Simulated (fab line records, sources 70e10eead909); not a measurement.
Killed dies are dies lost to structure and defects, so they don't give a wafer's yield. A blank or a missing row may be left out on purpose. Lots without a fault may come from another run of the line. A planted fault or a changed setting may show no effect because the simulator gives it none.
A struck lot beside a sound one | flow nand_harc | 13 steps out of a route of 1302
Sound: wafers L859.1, L859.2, L859.3. Struck: wafers L878.1, L878.2, L878.4. The cause comes at the end.
At each step with rows: each side's tool, then ch and its chambers, then its first start. Under that, the readings that differ: sound wafers | struck wafers | difference of the means | sigmas: that difference in standard deviations of wafers without a fault.
alike: readings whose means differ by less than 2 such deviations, and words and numbers that are the same on both sides. not compared: withheld readings, readings that some wafer has no value for, bounds like >300 that may hide the same value, and numbers for which the record gives no deviation and whose values overlap.
The two part at a step that has a row with sigmas, a row that says differs or no value, or rows on one side only. Numbers that don't overlap but have no deviation are shown without sigmas and don't part them. A reading that every wafer of one side lacks parts them only if that side has two wafers or more.

first, 1 step without rows for these wafers: NHARC_A_CONTACT_STRIP_27 (strips in post etch residue remover, time 600 s).
NHARC_A_CONTACT_ALD_18: deposits TiN, target thk 3 nm, pulse time 1 s, ald cycles 150.
  sound on ald_metal-04 ch 0,1,3, day 23 03:31; struck on ald_metal-04 ch 1,2,3, day 31 04:10
  alike: heater_power_w, precursor_pulse_height_rel
NHARC_A_CONTACT_CVD_19: deposits W, target thk 300 nm, time 802 s.
  sound on cvd_w-02 ch 0,1; struck on cvd_w-01 ch 0,1
  alike: heater_power_w, throttle_valve_pct
NHARC_A_CONTACT_CMP_20: polishes, t overpolish 30 s, target thk 300 nm.
  sound on cmp-02 ch 1,2,3, day 23 04:38; struck on cmp-03 ch 0,1,3, day 31 05:16
  alike: motor_current_A, overpolish_run_s, time_to_endpoint_s
then, 1 step without rows for these wafers: NHARC_A_CONTACT_SRD_22.
NHARC_A_CONTACT_INSPECT_23:
  sound on defect_inspect-02, day 23 05:01; struck on defect_inspect-02, day 31 05:40
  alike: raw_defect_count
then, 5 steps without rows for these wafers: NHARC_A_BLC_DEHYDRATE_00 (time 120 s); NHARC_A_BLC_HMDS_01 (time 30 s); NHARC_A_BLC_COAT_02 (time 75 s); NHARC_A_BLC_COAT_03 (time 65 s); NHARC_A_BLC_COAT_04 (resist thk 90 nm).
NHARC_A_BLC_SOFTBAKE_05: time 55 s.
  sound on litho_track-01 ch 0, day 23 05:00; struck on litho_track-01 ch 0, day 31 05:00
  reading                  | sound                | struck               | difference | sigmas
  heater_power_total_W (W) | 188.53 188.70 188.73 | 204.48 204.20 204.11 | +15.61     | +99 or more
  alike: resist_line_temp_C
then, 1 step without rows for these wafers: NHARC_A_BLC_EBR_06.

WHERE THEY PART
Only at NHARC_A_BLC_SOFTBAKE_05, within this record.

WHY: what the simulator had put in
Process parameter drift: litho_track-01, from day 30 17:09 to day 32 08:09, at NHARC_A_BLC_SOFTBAKE_05. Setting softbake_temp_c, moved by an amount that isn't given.
